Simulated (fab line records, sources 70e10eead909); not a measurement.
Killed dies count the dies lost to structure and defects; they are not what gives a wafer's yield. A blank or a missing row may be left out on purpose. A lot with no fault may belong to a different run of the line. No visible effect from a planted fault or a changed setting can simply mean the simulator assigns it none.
fab line records	flow nand-harc
record: lots: 12	wafers: 36	last-day: 24
route steps=1159 shown A_SLIT@791 A_WL_FILL@815 END@1159
lots that met no fault: taken from a fault-free run of the same line
start-h: hours from the record's first day to the start of the lot's first wafer shown	wait-h: hours elapsed since this lot's preceding step	" unchanged from the row above	L1.1+2: a row that stands for several wafers	- no value, or no start given	* or withheld: withheld	< > ~ a bound
route shown NAME@n: NAME is a module with steps in the file, n the number in the route of the first one	usual: mean/standard deviation of fault-free wafers	same: alike in all rows	chamber/n: place in a boat	sites: readings site by site	_std_site: the standard deviation of these	_edge_site: inner sites' mean taken away from outer sites' mean	radius-mm: how far each site lies from the wafer's centre	mask NAME#n: copy n	behind: the most recent tool/chamber to have shaped the wafer	hold: cause of the lot's hold/its duration in hours/its outcome	device: the n, p or np transistor that did not switch	end of line: tests of these same wafers at the route's end	a step with no rows: only its recipe	killed: the dies lost at the first sort to structure and to defects; this is not the yield of the wafer	map: a wafer's dies, marking killed ones x, the rest . and places with no die _
set.NAME: the setting as run; set.NAME@STEP: as run at that earlier step	model.NAME: the simulator's own value behind a step, which no gauge read
steps of the route over a sample of lots; a table a step, a row a wafer
services: the hour from which a tool's chamber was out of use, counted from the record's first day as start-h (under 0 if before that day), plus the number of hours and why
== steps ==
step: NHARC_A_SLIT_OVL_MEAS_10
usual: overlay-x-nm: 0.0/0.95	overlay-y-nm: 0.0/0.67
lot.wafer	tool	chamber	start-h	wait-h	overlay-x-nm	overlay-y-nm
L866.2	overlay-02	-	341.98	-	0.1	-1.1
L866.4	"	-	"	"	0.3	-1.1
L866.5	"	-	"	"	-0.2	-0.4
L867.2	overlay-02	-	350.41	-	0.6	0.0
L867.5	"	-	"	"	1.1	0.3
L867.6	"	-	"	"	0.3	-0.1
L871.1	overlay-01	-	379.50	-	-0.1	-0.1
L871.4	"	-	"	"	0.4	-0.3
L871.6	"	-	"	"	0.6	0.0
L874.3	overlay-02	-	380.88	-	0.4	-0.1
L874.4	"	-	"	"	0.9	0.0
L874.6	"	-	"	"	0.6	0.2
L873.2	overlay-01	-	381.25	-	0.6	0.7
L873.4	"	-	"	"	0.5	0.9
L873.5	"	-	"	"	-0.3	0.9
L875.2	overlay-01	-	400.80	-	-1.1	1.0
L875.4	"	-	"	"	-0.9	1.2
L875.5	"	-	"	"	-1.2	1.2
L877.2	overlay-02	-	422.35	-	0.3	1.1
L877.4	"	-	"	"	-0.2	1.1
L877.5	"	-	"	"	0.4	1.0
L878.3	overlay-02	-	423.57	-	-0.1	0.4
L878.4	"	-	"	"	0.4	0.0
L878.6	"	-	"	"	-0.1	0.4
L881.1	overlay-01	-	435.80	-	0.1	-0.4
L881.3	"	-	"	"	0.5	0.5
L881.4	"	-	"	"	0.7	0.2
L882.2	overlay-02	-	449.30	-	-1.6	-0.3
L882.4	"	-	"	"	-1.8	0.2
L882.5	"	-	"	"	-1.8	0.5
L885.1	overlay-01	-	450.35	-	-0.5	0.0
L885.3	"	-	"	"	0.1	-0.3
L885.5	"	-	"	"	-0.3	0.3
L886.1	overlay-02	-	459.52	-	-0.3	-1.2
L886.2	"	-	"	"	-0.6	-0.6
L886.5	"	-	"	"	-0.1	0.6
step: NHARC_A_SLIT_ETCH_17
recipe: bias-v: 900	source-w: withheld	pressure-mtorr: 20	ar-flow-sccm: 375	c4f8-flow-sccm: 83.3	o2-flow-sccm: 41.7	time-s: 1687.5	target-depth-a: 1.01e+05	chemistry: C4F8/O2/Ar
usual: drypump-motor-current-A: 5.7/0.5	showerhead-plenum-p-Torr: 3.73/0.11	throttle-valve-pct: 32.046/0.0095
lot.wafer	tool	chamber	start-h	wait-h	drypump-motor-current-A	rf-hours-counter-h	showerhead-plenum-p-Torr	throttle-valve-pct
L866.2	har-etch-01	0	343.70	-	5.8	9	3.58	32.037
L866.4	"	1	"	"	6.3	-	3.79	32.040
L866.5	"	1	"	"	6.3	-	3.79	32.054
L867.2	har-etch-01	0	351.52	-	5.7	10	3.57	32.038
L867.6	"	1	"	"	6.3	-	3.79	32.055
L867.5	"	0	"	"	5.7	-	3.57	32.041
L871.1	har-etch-01	0	383.24	-	5.7	26	3.57	32.060
L871.4	"	1	"	"	6.3	-	3.78	32.054
L871.6	"	0	"	"	5.7	-	3.57	32.045
L874.4	har-etch-02	1	384.57	-	5.0	-	3.83	32.060
L874.3	"	0	"	"	5.2	-	3.83	32.048
L874.6	"	0	"	"	5.2	-	3.83	32.048
L873.2	har-etch-01	1	385.20	-	6.3	28	3.78	32.058
L873.4	"	0	"	"	5.7	-	3.56	32.038
L873.5	"	1	"	"	6.3	-	3.78	32.036
L875.2	har-etch-01	0	401.66	-	5.8	33	3.56	32.040
L875.4	"	0	"	"	5.8	-	3.56	32.039
L875.5	"	1	"	"	6.4	-	3.78	32.054
L877.2	har-etch-01	0	423.46	-	5.7	44	3.56	32.050
L877.4	"	0	"	"	5.7	-	3.56	32.038
L877.5	"	0	"	"	5.7	-	3.56	32.052
L878.3	har-etch-02	1	424.93	-	5.0	-	3.82	32.059
L878.4	"	0	"	"	5.2	-	3.82	32.048
L878.6	"	1	"	"	5.0	-	3.82	32.059
L881.1	har-etch-01	0	436.92	-	5.7	47	3.55	32.040
L881.4	"	1	"	"	6.3	-	3.77	32.053
L881.3	"	0	"	"	5.7	-	3.55	32.045
L882.2	har-etch-01	1	450.16	-	6.4	53	3.77	32.048
L882.4	"	1	"	"	6.4	-	3.77	32.046
L882.5	"	1	"	"	6.4	-	3.77	32.037
L885.1	har-etch-01	0	451.83	-	5.8	54	3.55	32.054
L885.3	"	1	"	"	6.3	-	3.77	32.048
L885.5	"	1	"	"	6.3	-	3.77	32.043
L886.2	har-etch-02	1	461.89	-	5.0	237	3.81	32.041
L886.1	"	0	"	"	5.2	237	3.81	32.050
L886.5	"	0	"	"	5.3	-	3.81	32.042
step: NHARC_A_SLIT_ETCH_29
recipe: target-depth-a: 1000	overetch-a: 100	time-s: 55	ion-energy-ev: 100	cf4-flow-sccm: 80	o2-flow-sccm: 20	ar-flow-sccm: 0	rf-w: 300	bias-w: 100	chemistry: CF4/O2
usual: cf4-flow-sccm: 79.99/0.28	drypump-motor-current-A: 5.7/0.32	oes-product-au: 0.997/0.0096	rf-vpp-V: 198.4/1.4	showerhead-plenum-p-Torr: 1.37/0.053	throttle-valve-pct: 13.399/0.0099
lot.wafer	tool	chamber	start-h	wait-h	cf4-flow-sccm	drypump-motor-current-A	oes-product-au	rf-hours-counter-h	rf-vpp-V	showerhead-plenum-p-Torr	throttle-valve-pct
L866.4	rie-diel-02	1	345.55	0.1	80.16	5.6	1.012	0	198.1	1.36	13.406
L866.2	"	2	"	"	79.79	5.9	1.001	0	199.1	1.38	13.410
L866.5	"	1	"	"	79.77	5.6	1.003	-	199.2	1.35	13.392
L867.2	rie-diel-07	1	353.39	0.1	80.29	5.3	1.012	6	198.2	1.43	13.395
L867.6	"	2	"	"	80.14	5.4	0.992	-	200.8	1.44	13.407
L867.5	"	3	"	"	79.97	5.4	0.997	-	195.7	1.27	13.392
L871.4	rie-diel-07	2	385.37	0.1	80.67	5.4	0.988	11	200.7	1.44	13.394
L871.1	"	1	"	"	80.47	5.2	1.006	9	197.9	1.43	13.417
L871.6	"	2	"	"	80.47	5.4	1.000	-	199.2	1.44	13.391
L874.4	rie-diel-02	0	386.17	0.1	79.76	6.3	1.013	3	199.1	1.39	13.403
L874.3	"	1	"	"	79.95	5.6	0.990	3	197.6	1.35	13.397
L874.6	"	3	"	"	79.93	5.7	0.989	-	199.9	1.33	13.392
L873.2	rie-diel-07	2	387.09	0.1	79.74	5.4	1.004	11	199.8	1.44	13.400
L873.4	"	0	"	"	79.83	5.8	0.999	11	196.5	1.35	13.408
L873.5	"	2	"	"	80.07	5.4	1.001	-	200.1	1.44	13.402
L875.2	rie-diel-02	3	403.79	0.1	79.92	5.7	0.980	4	197.7	1.33	13.397
L875.4	"	1	"	"	79.87	5.6	0.996	4	197.1	1.35	13.395
L875.5	"	3	"	"	79.93	5.7	0.987	-	198.5	1.33	13.403
L877.4	rie-diel-07	2	425.32	0.1	80.12	5.4	0.990	1	200.0	1.44	13.412
L877.2	"	3	"	"	80.07	5.4	0.998	1	194.7	1.26	13.399
L877.5	"	2	"	"	79.89	5.3	1.001	-	198.5	1.44	13.427
L878.4	rie-diel-12	1	426.55	0.1	80.13	5.2	0.994	3	197.6	1.39	13.395
L878.3	"	2	"	"	80.02	5.8	1.009	2	198.9	1.42	13.381
L878.6	"	2	"	"	80.08	5.8	1.021	-	198.3	1.42	13.423
L881.4	rie-diel-12	1	438.78	0.1	79.91	5.3	0.989	4	198.7	1.39	13.399
L881.1	"	2	"	"	80.45	5.8	1.017	4	198.2	1.42	13.412
L881.3	"	3	"	"	79.99	6.3	0.990	4	197.3	1.29	13.394
L882.4	rie-diel-07	1	452.27	0.1	79.91	5.3	1.007	3	201.1	1.43	13.403
L882.2	"	3	"	"	79.97	5.4	1.000	3	197.6	1.26	13.404
L882.5	"	0	"	"	79.85	5.8	0.992	-	197.9	1.35	13.396
L885.1	rie-diel-07	1	453.96	0.1	80.01	5.3	0.987	3	200.1	1.43	13.402
L885.3	"	2	"	"	79.96	5.4	0.986	3	198.8	1.43	13.393
L885.5	"	0	"	"	79.81	5.8	0.995	-	197.8	1.35	13.407
L886.1	rie-diel-07	0	463.99	0.1	79.95	5.8	0.990	3	198.6	1.35	13.375
L886.2	"	1	"	"	79.41	5.2	0.986	4	199.0	1.43	13.402
L886.5	"	1	"	"	79.57	5.3	0.987	-	201.3	1.43	13.412
step: NHARC_A_WL_FILL_ETCHBACK_05
recipe: target-depth-a: 220	time-s: 60	temp-c: 40	chemistry: Cl2/BCl3
usual: drypump-motor-current-A: 5.8/0.44	oes-product-au: 0.999/0.0098	run-length-s: 81.4/0.38
lot.wafer	tool	chamber	start-h	wait-h	drypump-motor-current-A	oes-product-au	rf-hours-counter-h	run-length-s
L866.2	rie-metal-03	1	356.69	0.2	5.3	1.014	1.8	81.9
L866.4	"	1	"	"	5.4	1.007	-	81.6
L866.5	"	0	"	"	6.5	1.019	-	81.2
L867.2	rie-metal-01	0	367.33	0.2	5.2	1.005	0.7	81.9
L867.5	"	0	"	"	5.2	1.005	-	81.6
L867.6	"	1	"	"	5.6	0.998	-	81.7
L874.3	rie-metal-02	1	400.85	0.1	6.2	1.011	-	81.2
L874.4	"	0	"	"	5.6	0.996	-	80.6
L874.6	"	0	"	"	5.6	0.990	-	80.8
L873.2	rie-metal-01	1	401.16	0.2	5.6	1.001	2.8	81.2
L873.4	"	1	"	"	5.6	1.010	-	81.5
L873.5	"	0	"	"	5.2	0.986	-	81.7
L871.1	rie-metal-03	1	404.01	0.2	5.3	1.000	3.0	81.6
L871.4	"	0	"	"	6.5	1.020	-	81.4
L871.6	"	0	"	"	6.5	1.002	-	81.1
L875.2	rie-metal-02	1	421.39	0.2	6.2	1.008	0.9	81.2
L875.4	"	1	"	"	6.2	1.002	-	81.7
L875.5	"	1	"	"	6.2	0.996	-	81.7
L877.2	rie-metal-03	1	438.16	0.2	5.4	0.991	3.8	81.7
L877.4	"	1	"	"	5.4	0.992	-	82.4
L877.5	"	1	"	"	5.3	0.992	-	82.0
L878.3	rie-metal-01	0	438.37	0.1	5.2	0.999	-	81.4
L878.4	"	1	"	"	5.7	1.002	-	81.5
L878.6	"	1	"	"	5.6	1.005	-	81.3
L881.1	rie-metal-03	0	451.56	0.2	6.5	0.996	4.5	91.1
L881.4	"	0	"	"	6.5	0.998	-	91.5
L881.3	"	1	"	"	5.3	0.987	-	82.1
L885.1	rie-metal-02	0	465.08	0.2	5.6	0.996	2.3	81.1
L885.3	"	0	"	"	5.6	0.985	-	81.1
L885.5	"	0	"	"	5.6	0.977	-	81.2
L882.2	rie-metal-03	0	467.85	0.2	6.5	1.005	0.4	91.1
L882.4	"	0	"	"	6.5	0.997	-	91.1
L882.5	"	0	"	"	6.5	1.008	-	91.3
L886.2	rie-metal-03	1	476.97	0.2	5.4	0.995	0.6	81.9
L886.1	"	0	"	"	6.5	1.012	0.6	91.2
L886.5	"	1	"	"	5.4	0.985	-	81.6
step: NHARC_END_SORT_01
recipe: temp-c: 25
usual: killed-at-array: 24/8.8	killed-at-other: 0.7/0.99	killed-at-periphery: 3.5/2.6	killed-dies: 28/9.3	killed-open: 3.2/1.7	killed-short: 1.7/1.4
same: gross-dies: 677
lot.wafer	tool	chamber	start-h	wait-h	killed-at-array	killed-at-other	killed-at-periphery	killed-dies	killed-open	killed-short
L866.2	prober-01	0	464.40	2.8	25	2	3	30	1	2
L866.4	prober-01	0	465.98	3.4	22	1	4	27	2	0
L866.5	prober-01	0	466.77	3.7	24	0	2	26	3	1
L867.2	prober-02	0	465.62	2.8	33	0	5	38	6	3
L867.5	prober-02	0	468.01	3.7	30	0	9	39	4	1
L867.6	prober-02	0	468.81	4.0	19	0	8	27	4	3
L873.2	prober-02	0	495.21	2.9	17	0	7	24	1	2
L873.4	prober-02	0	496.81	3.4	22	2	5	29	2	1
L873.5	prober-02	0	497.61	3.7	24	0	2	26	5	4
L874.3	prober-01	0	505.74	3.1	31	0	0	31	2	2
L874.4	prober-01	0	506.53	3.4	15	1	2	18	1	2
L874.6	prober-01	0	508.11	4.0	33	0	2	35	3	2
L871.1	prober-02	0	521.81	2.5	17	1	3	21	4	1
L871.4	prober-02	0	524.20	3.4	19	1	3	23	6	2
L871.6	prober-02	0	525.79	4.0	21	0	6	27	4	0
L875.2	prober-01	0	522.64	2.8	19	0	5	24	7	1
L875.4	prober-01	0	524.21	3.3	18	1	2	21	3	1
L875.5	prober-01	0	525.00	3.6	14	0	3	17	4	4
L877.2	prober-01	0	544.47	2.8	25	2	6	33	4	1
L877.4	prober-01	0	546.05	3.4	29	1	2	32	5	0
L877.5	prober-01	0	546.85	3.7	32	1	2	35	7	1
L878.3	prober-02	0	545.37	3.1	22	0	4	26	3	1
L878.4	prober-02	0	546.18	3.4	26	0	4	30	2	2
L878.6	prober-02	0	547.78	4.0	18	0	4	22	2	1
L881.1	prober-01	0	554.39	2.4	34	3	2	39	3	3
L881.3	prober-01	0	556.00	3.1	39	3	2	44	4	3
L881.4	prober-01	0	556.81	3.4	31	3	2	36	2	1
L882.2	prober-01	0	566.36	2.8	30	0	4	34	5	1
L882.4	prober-01	0	567.96	3.4	33	0	3	36	5	2
L882.5	prober-01	0	568.76	3.7	32	0	2	34	3	2
L886.1	prober-02	0	578.99	2.5	36	0	3	39	3	4
L886.2	prober-02	0	579.79	2.8	23	0	9	32	1	5
L886.5	prober-02	0	582.18	3.7	33	0	8	41	4	5
L885.1	prober-01	0	581.81	2.5	11	0	2	13	0	0
L885.3	prober-01	0	583.41	3.1	11	1	2	14	4	0
L885.5	prober-01	0	585.01	3.7	18	1	1	20	4	4
killed by level:class
L866.2 A_CHANNEL_HOLE_D1:chamber-film-flake=10 A_CONTACT:chamber-film-flake=7 A_SLIT:chamber-film-flake=3 P_M2:chamber-film-flake=2 A_STAIRCASE:chamber-film-flake=2 A_WL_FILL:geometric-particle:short=1 STARTING-WAFER:geometric-particle:short=1 P_STI:chamber-film-flake=1
L867.2 A_CHANNEL_HOLE_D1:chamber-film-flake=16 A_ZERO_WELL:chamber-film-flake=5 A_CONTACT:chamber-film-flake=4 P_CONTACT:geometric-particle:open=2 P_CONTACT:chamber-film-flake=2 P_GATE:geometric-particle:open=1 A_ONON_D1:geometric-particle:short=1 A_CHANNEL_HOLE_D1:geometric-particle:short=1
L866.4 A_CHANNEL_HOLE_D1:chamber-film-flake=9 A_CONTACT:chamber-film-flake=6 A_STAIRCASE:chamber-film-flake=3 P_ZERO_WELL:chamber-film-flake=2 A_M0:chamber-film-flake=2 A_M0:geometric-particle:open=1 STARTING-WAFER:geometric-particle:open=1 P_STI:chamber-film-flake=1
L866.5 A_CHANNEL_HOLE_D1:chamber-film-flake=13 A_STAIRCASE:chamber-film-flake=3 A_CONTACT:chamber-film-flake=3 P_STI:chamber-film-flake=2 A_CHANNEL_FILL_D1:geometric-particle:open=1 A_CHANNEL_FILL_D1:geometric-particle:short=1 A_SGD_CUT:geometric-particle:open=1 A_M0:geometric-particle:open=1
L867.5 A_CHANNEL_HOLE_D1:chamber-film-flake=17 P_CONTACT:chamber-film-flake=5 A_STAIRCASE:chamber-film-flake=3 P_GATE:chamber-film-flake=2 A_ZERO_WELL:chamber-film-flake=2 A_WL_FILL:chamber-film-flake=2 P_CONTACT:geometric-particle:open=1 A_ONON_D1:geometric-particle:open=1
L867.6 A_CHANNEL_HOLE_D1:chamber-film-flake=11 A_STAIRCASE:chamber-film-flake=4 P_CONTACT:chamber-film-flake=3 P_CONTACT:geometric-particle:open=2 P_GATE:geometric-particle:short=1 P_CONTACT:geometric-particle:short=1 A_SGD_CUT:geometric-particle:short=1 A_CONTACT:geometric-particle:open=1
L873.2 A_CHANNEL_HOLE_D1:chamber-film-flake=13 P_M0:chamber-film-flake=3 P_GATE:geometric-particle:open=1 P_M1:geometric-particle:short=1 A_ONON_D1:geometric-particle:short=1 P_GATE:chamber-film-flake=1 P_M2:chamber-film-flake=1 A_SGD_CUT:chamber-film-flake=1
L873.4 A_CHANNEL_HOLE_D1:chamber-film-flake=13 A_SGD_CUT:chamber-film-flake=4 P_ZERO_WELL:chamber-film-flake=2 P_M1:geometric-particle:open=1 A_WL_FILL:geometric-particle:short=1 STARTING-WAFER:geometric-particle:open=1 P_STI:chamber-film-flake=1 P_M2:chamber-film-flake=1
L873.5 A_CHANNEL_HOLE_D1:chamber-film-flake=10 A_STAIRCASE:geometric-particle:open=2 A_ZERO_WELL:chamber-film-flake=2 A_SGD_CUT:chamber-film-flake=2 A_CONTACT:chamber-film-flake=2 P_CONTACT:geometric-particle:short=1 A_SOURCE_PLATE:geometric-particle:short=1 A_SOURCE_PLATE:geometric-particle:open=1
L874.3 A_SLIT:chamber-film-flake=14 A_STAIRCASE:chamber-film-flake=5 A_CHANNEL_HOLE_D1:geometric-particle:open=2 A_CHANNEL_HOLE_D1:chamber-film-flake=2 A_WL_FILL:chamber-film-flake=2 A_CONTACT:chamber-film-flake=2 A_ONON_D1:geometric-particle:short=1 A_WL_FILL:geometric-particle:short=1
L874.4 A_SLIT:chamber-film-flake=4 A_CHANNEL_HOLE_D1:chamber-film-flake=3 A_STAIRCASE:chamber-film-flake=3 A_WL_FILL:geometric-particle:short=2 A_SOURCE_PLATE:geometric-particle:open=1 P_ZERO_WELL:chamber-film-flake=1 P_CONTACT:chamber-film-flake=1 A_CHANNEL_FILL_D1:chamber-film-flake=1
L874.6 A_SLIT:chamber-film-flake=13 A_STAIRCASE:chamber-film-flake=5 A_M1:chamber-film-flake=4 A_CHANNEL_FILL_D1:chamber-film-flake=2 A_SGD_CUT:chamber-film-flake=2 A_WL_FILL:chamber-film-flake=2 P_CONTACT:geometric-particle:short=1 P_CONTACT:geometric-particle:open=1
L871.1 A_CHANNEL_HOLE_D1:chamber-film-flake=13 P_GATE:chamber-film-flake=2 P_M1:geometric-particle:open=1 A_CHANNEL_FILL_D1:geometric-particle:open=1 A_BLC:geometric-particle:open=1 A_M0:geometric-particle:open=1 STARTING-WAFER:geometric-particle:short=1 A_BLC:chamber-film-flake=1
L875.2 A_CHANNEL_HOLE_D1:chamber-film-flake=6 A_WL_FILL:chamber-film-flake=5 P_M0:geometric-particle:open=2 A_M0:geometric-particle:open=2 A_CHANNEL_FILL_D1:chamber-film-flake=2 P_GATE:geometric-particle:open=1 A_WL_FILL:geometric-particle:open=1 A_CONTACT:geometric-particle:open=1
L871.4 A_CHANNEL_HOLE_D1:chamber-film-flake=12 A_WL_FILL:geometric-particle:open=2 P_ZERO_WELL:chamber-film-flake=2 P_CONTACT:geometric-particle:open=1 A_ONON_D1:geometric-particle:open=1 A_SGD_CUT:geometric-particle:short=1 A_CONTACT:geometric-particle:short=1 A_BLC:geometric-particle:open=1
L875.4 A_CHANNEL_HOLE_D1:chamber-film-flake=7 A_STAIRCASE:chamber-film-flake=3 A_CHANNEL_FILL_D1:chamber-film-flake=2 A_WL_FILL:chamber-film-flake=2 A_CONTACT:geometric-particle:open=1 A_CONTACT:geometric-particle:short=1 A_BLC:geometric-particle:open=1 STARTING-WAFER:geometric-particle:open=1
L875.5 A_CHANNEL_HOLE_D1:chamber-film-flake=3 P_GATE:geometric-particle:open=2 A_CHANNEL_HOLE_D1:geometric-particle:short=2 A_CHANNEL_FILL_D1:chamber-film-flake=2 A_WL_FILL:chamber-film-flake=2 P_M2:geometric-particle:short=1 A_CHANNEL_FILL_D1:geometric-particle:open=1 A_WL_FILL:geometric-particle:short=1
L871.6 A_CHANNEL_HOLE_D1:chamber-film-flake=13 P_ZERO_WELL:chamber-film-flake=4 A_M1:chamber-film-flake=3 A_BLC:geometric-particle:open=2 P_GATE:geometric-particle:open=1 A_CHANNEL_FILL_D1:geometric-particle:open=1 P_GATE:chamber-film-flake=1 A_CHANNEL_FILL_D1:chamber-film-flake=1
L877.2 A_CHANNEL_HOLE_D1:chamber-film-flake=20 P_M0:geometric-particle:open=2 P_GATE:chamber-film-flake=2 A_BLC:chamber-film-flake=2 THIN_TSV:chamber-film-flake=2 P_CONTACT:geometric-particle:open=1 P_M2:geometric-particle:short=1 A_WL_FILL:geometric-particle:open=1
L878.3 A_SLIT:chamber-film-flake=8 A_CONTACT:chamber-film-flake=5 A_CHANNEL_HOLE_D1:chamber-film-flake=4 P_CONTACT:chamber-film-flake=3 A_STAIRCASE:chamber-film-flake=2 P_GATE:geometric-particle:short=1 A_SOURCE_PLATE:geometric-particle:open=1 A_BLC:geometric-particle:open=1
L877.4 A_CHANNEL_HOLE_D1:chamber-film-flake=20 A_BLC:chamber-film-flake=3 P_CONTACT:geometric-particle:open=1 A_SOURCE_PLATE:geometric-particle:open=1 A_CHANNEL_FILL_D1:geometric-particle:open=1 A_CONTACT:geometric-particle:open=1 A_BLC:geometric-particle:open=1 P_GATE:chamber-film-flake=1
L878.4 A_SLIT:chamber-film-flake=11 A_CHANNEL_HOLE_D1:chamber-film-flake=6 A_CONTACT:chamber-film-flake=5 P_CONTACT:chamber-film-flake=4 A_CHANNEL_FILL_D1:geometric-particle:open=1 A_SGD_CUT:geometric-particle:short=1 A_BLC:geometric-particle:short=1 A_M1:geometric-particle:open=1
L877.5 A_CHANNEL_HOLE_D1:chamber-film-flake=16 A_BLC:chamber-film-flake=4 A_CONTACT:chamber-film-flake=3 A_CHANNEL_FILL_D1:geometric-particle:open=2 A_BLC:geometric-particle:open=2 A_STAIRCASE:chamber-film-flake=2 P_CONTACT:geometric-particle:short=1 A_CONTACT:geometric-particle:open=1
L878.6 A_SLIT:chamber-film-flake=6 P_CONTACT:chamber-film-flake=4 A_CONTACT:chamber-film-flake=4 A_CHANNEL_HOLE_D1:chamber-film-flake=3 A_SOURCE_PLATE:geometric-particle:short=1 A_CONTACT:geometric-particle:open=1 A_M1:geometric-particle:open=1 A_CHANNEL_FILL_D1:chamber-film-flake=1
L881.1 A_CHANNEL_HOLE_D1:chamber-film-flake=18 A_CONTACT:chamber-film-flake=7 A_BONDPAD:chamber-film-flake=3 THIN_TSV:chamber-film-flake=3 A_STAIRCASE:chamber-film-flake=2 P_M0:geometric-particle:open=1 P_M2:geometric-particle:short=1 A_ONON_D1:geometric-particle:short=1
L881.3 A_CHANNEL_HOLE_D1:chamber-film-flake=20 A_CONTACT:chamber-film-flake=7 A_BONDPAD:chamber-film-flake=4 THIN_TSV:chamber-film-flake=3 A_ZERO_WELL:chamber-film-flake=2 P_M0:geometric-particle:short=1 P_M1:geometric-particle:open=1 A_SOURCE_PLATE:geometric-particle:short=1
L881.4 A_CHANNEL_HOLE_D1:chamber-film-flake=16 A_CONTACT:chamber-film-flake=9 A_BONDPAD:chamber-film-flake=2 THIN_TSV:chamber-film-flake=2 P_M0:geometric-particle:open=1 P_M1:geometric-particle:short=1 A_CONTACT:geometric-particle:open=1 A_ZERO_WELL:chamber-film-flake=1
L882.2 A_CHANNEL_HOLE_D1:chamber-film-flake=22 P_CONTACT:geometric-particle:open=2 A_CONTACT:geometric-particle:open=2 P_M0:geometric-particle:short=1 A_M0:geometric-particle:open=1 P_ZERO_WELL:chamber-film-flake=1 A_ZERO_WELL:chamber-film-flake=1 A_STAIRCASE:chamber-film-flake=1
L882.4 A_CHANNEL_HOLE_D1:chamber-film-flake=22 A_CHANNEL_FILL_D1:geometric-particle:open=2 P_ZERO_WELL:chamber-film-flake=2 A_STAIRCASE:chamber-film-flake=2 P_CONTACT:geometric-particle:short=1 A_SGD_CUT:geometric-particle:open=1 A_CONTACT:geometric-particle:open=1 A_CONTACT:geometric-particle:short=1
L882.5 A_CHANNEL_HOLE_D1:chamber-film-flake=18 A_CONTACT:chamber-film-flake=7 P_ZERO_WELL:chamber-film-flake=2 A_STAIRCASE:chamber-film-flake=2 A_ONON_D1:geometric-particle:short=1 A_ONON_D1:geometric-particle:open=1 A_CHANNEL_HOLE_D1:geometric-particle:open=1 A_WL_FILL:geometric-particle:short=1
L886.1 A_SLIT:chamber-film-flake=15 A_CONTACT:chamber-film-flake=6 A_CHANNEL_HOLE_D1:chamber-film-flake=4 A_STAIRCASE:chamber-film-flake=4 A_CHANNEL_FILL_D1:geometric-particle:short=2 A_CONTACT:geometric-particle:open=2 P_STI:chamber-film-flake=2 P_CONTACT:geometric-particle:short=1
L886.2 A_SLIT:chamber-film-flake=9 P_STI:chamber-film-flake=6 A_STAIRCASE:chamber-film-flake=5 A_ONON_D1:geometric-particle:short=2 P_M1:chamber-film-flake=2 A_CHANNEL_HOLE_D1:chamber-film-flake=2 A_CONTACT:chamber-film-flake=2 P_M0:geometric-particle:short=1
L885.1 A_CONTACT:chamber-film-flake=7 A_CHANNEL_HOLE_D1:chamber-film-flake=3 P_ZERO_WELL:chamber-film-flake=2 A_STAIRCASE:chamber-film-flake=1
L886.5 A_SLIT:chamber-film-flake=13 A_CHANNEL_HOLE_D1:chamber-film-flake=8 P_STI:chamber-film-flake=4 A_STAIRCASE:chamber-film-flake=4 A_WL_FILL:geometric-particle:short=2 P_M1:chamber-film-flake=2 P_CONTACT:geometric-particle:short=1 P_M0:geometric-particle:open=1
L885.3 A_CHANNEL_HOLE_D1:chamber-film-flake=4 A_CONTACT:chamber-film-flake=3 P_GATE:geometric-particle:open=1 A_ONON_D1:geometric-particle:open=1 A_CHANNEL_FILL_D1:geometric-particle:open=1 STARTING-WAFER:geometric-particle:open=1 P_ZERO_WELL:chamber-film-flake=1 A_STAIRCASE:chamber-film-flake=1
L885.5 A_CHANNEL_HOLE_D1:chamber-film-flake=5 A_CONTACT:chamber-film-flake=4 A_STAIRCASE:chamber-film-flake=3 A_CONTACT:geometric-particle:short=2 P_M0:geometric-particle:open=1 A_WL_FILL:geometric-particle:short=1 A_CONTACT:geometric-particle:open=1 A_BLC:geometric-particle:open=1
== services ==
tool	chamber	start-h	hours	kind
har-etch-01	0	323.48	-	clean
har-etch-01	0	323.48	-	consumable-replace:focus-ring
har-etch-01	1	323.48	-	clean
har-etch-01	1	323.48	-	consumable-replace:focus-ring
rie-diel-02	-	327.70	9.0	pm
rie-metal-01	-	332.00	9.0	pm
rie-diel-07	0	335.25	-	clean
rie-diel-07	1	335.25	-	clean
rie-diel-07	2	335.25	-	clean
rie-diel-07	3	335.25	-	clean
rie-metal-01	-	356.09	1.7	repair
rie-metal-01	0	370.17	19.6	repair
rie-metal-02	-	377.56	0.6	repair
rie-diel-12	-	379.40	9.0	pm
rie-metal-02	-	388.00	9.0	pm
rie-diel-07	-	390.12	0.7	repair
rie-diel-07	-	405.20	9.0	pm
rie-diel-02	-	442.66	0.3	repair
rie-metal-01	1	446.36	63.5	repair
rie-metal-03	1	452.28	6.8	repair
rie-metal-03	-	453.00	9.0	pm
rie-diel-02	1	453.80	2.2	repair
rie-diel-12	1	460.25	10.2	repair
har-etch-01	-	472.71	1.2	repair
== key ==
first-sign: step: NHARC_A_WL_FILL_ETCHBACK_05	reading: run-length-s	direction: up	sigmas: 26	usual: *	struck: *
effect none on later readings
met-at NHARC_A_WL_FILL_ETCHBACK_05
struck-lots L881,L882,L886
struck-wafers L881.1,L881.4,L882.2,L882.4,L882.5,L886.1
tester-left-out L881,L882,L886
not-acting-at NHARC_A_SLIT_OVL_MEAS_10,NHARC_A_SLIT_ETCH_17,NHARC_A_SLIT_ETCH_29
onset-between 404.01 451.56
fault: kind: process-parameter-drift	tool: rie-metal-03	chamber: 0	onset-h: 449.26	steps: NHARC_A_WL_FILL_ETCHBACK_05	channel: time-s	offset: *	shape: step	end-h: 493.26	acts-in: *	stated: *
tester-left-out: of these lots the tester's yield and bins aren't shown, on N5 and GAA mostly nor the transistor test; their killed dies are dies lost to structure and defects alone, not to doping, threshold or leakage, so they don't give the yield
